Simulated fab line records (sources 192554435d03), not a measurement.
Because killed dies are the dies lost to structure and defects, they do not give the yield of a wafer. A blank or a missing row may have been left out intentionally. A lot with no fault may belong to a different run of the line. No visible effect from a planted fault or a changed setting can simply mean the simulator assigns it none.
Split-lot trial ; flow n5 finfet ; on a route of 1938 steps: 7 lots, 21 wafers read

## THE SPLIT ITSELF
At N5_BEOL_M3_ETCH_64 (etches SOC in N2/H2, target depth 75 nm, overetch 15 nm, time 112.5 s), the setting time s was moved away from the recipe's 112.5 s on 6 of the 21 wafers read, by -18.3% to +18.7%. This setting was run at the recipe's value on the other wafers.

The reading is taken at the split's own step.

## THE READING
SiARC_of_BEOL_M3_COAT_62.thk nm (the simulator's own value, which no gauge read), in nm, at N5_BEOL_M3_ETCH_64 (etches SOC in N2/H2, target depth 75 nm, overetch 15 nm, time 112.5 s). There is no usual value for it anywhere in the file. The 15 wafers here that ran the recipe average 6.9 nm, standard deviation 0.2 nm.

wafer;tool, chamber at the split;time s as run, s;against the recipe;SiARC_of_BEOL_M3_COAT_62.thk nm, nm;against lot-mates on the recipe
L074.1;rie diel-04, 3;112.5;recipe;7.2;-
L074.4;rie diel-04, 1;112.5;recipe;6.8;-
L074.5;rie diel-04, 0;112.5;recipe;7;-
L077.1;rie diel-06, 0;91.96;-18.3%;8;+1.6
L077.3;rie diel-06, 1;112.5;recipe;6.4;-
L077.4;rie diel-06, 3;91.96;-18.3%;7.6;+1.2
L079.1;rie diel-04, 0,3,1;112.5;recipe;7;-
L079.2;rie diel-04, 0,3,1;112.5;recipe;7;-
L079.3;rie diel-04, 0,3,1;112.5;recipe;7;-
L084.1;rie diel-04, 0,2,2;112.5;recipe;6.8;-
L084.3;rie diel-04, 0,2,2;112.5;recipe;6.8;-
L084.6;rie diel-04, 0,2,2;112.5;recipe;6.8;-
L085.2;rie diel-06, 3;133.5;+18.7%;5.8;-1.2
L085.4;rie diel-06, 0;133.5;+18.7%;6.4;-0.6
L085.5;rie diel-06, 2;112.5;recipe;7;-
L088.1;rie diel-04, 1;112.5;recipe;7;-
L088.5;rie diel-04, 1;112.5;recipe;7;-
L088.4;rie diel-04, 2;93.5;-16.9%;7.6;+0.6
L096.1;rie diel-06, 3;122.6;+9.0%;6.2;-0.7
L096.3;rie diel-06, 0;112.5;recipe;7.2;-
L096.6;rie diel-06, 3;112.5;recipe;6.6;-
The file does not say which wafer passed through which chamber wherever a row lists several chambers: such a row stands for several wafers.

FIT RESULTS
A straight line over all 21 wafers: SiARC_of_BEOL_M3_COAT_62.thk nm changes by -0.0467 nm for each +1% of time s; r = -0.89; the points scatter about the line by 0.23 nm.
The same after taking each lot's own level away (the mean of its wafers on the recipe; 21 wafers): -0.0584 nm for each +1%; r = -0.93; scatter 0.23 nm.
That fit puts the effect of the largest move of time s on the reading at 1.1 nm.
Measured against the standard deviation above, the lots' own levels, which go from 6.40 to 7.00 nm, span 2.9 times it.
Hence the slope depends on the lot-to-lot level, as the two fits are not the same.
Check: for one of the wafers moved furthest among these (+18.7%), held out of the fit, the line's prediction against its lot-mates is -1.02 nm. It came out at -1.2 nm against them.

## OTHER SPLITS APPLIED TO THESE WAFERS
Before the reading, these wafers also passed through other splits. Each is held against what the fit with the lots' levels taken away leaves over:
other split on the same wafers;wafers away from the commonest value;r with SiARC_of_BEOL_M3_COAT_62.thk nm (lot level and that fit taken away)
N5_MOL_CONTACT_COAG_COAT_02 spin rpm;11;+0.12
N5_MOL_CONTACT_COAG_ALD_27 ald cycles;10;-0.24
N5_MOL_CONTACT_COAG_ALD_133 ald cycles;4;+0.27
N5_BEOL_M1_ILD_DEP_00 time s;7;+0.12
N5_BEOL_M1_DESCUM_33 time s;9;+0.00
N5_BEOL_M2_COAT_22 spin rpm;5;-0.07
N5_BEOL_M2_ALD_98 ald cycles;8;+0.47
N5_BEOL_M2_DEP_57 time s;6;+0.20
N5_BEOL_M3_ILD_DEP_00 time s;9;+0.11

## THE FILE'S OWN FIT
SiARC_of_BEOL_M3_COAT_62.thk nm changes by -0.0561 nm for each +1% of time s, r = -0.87.
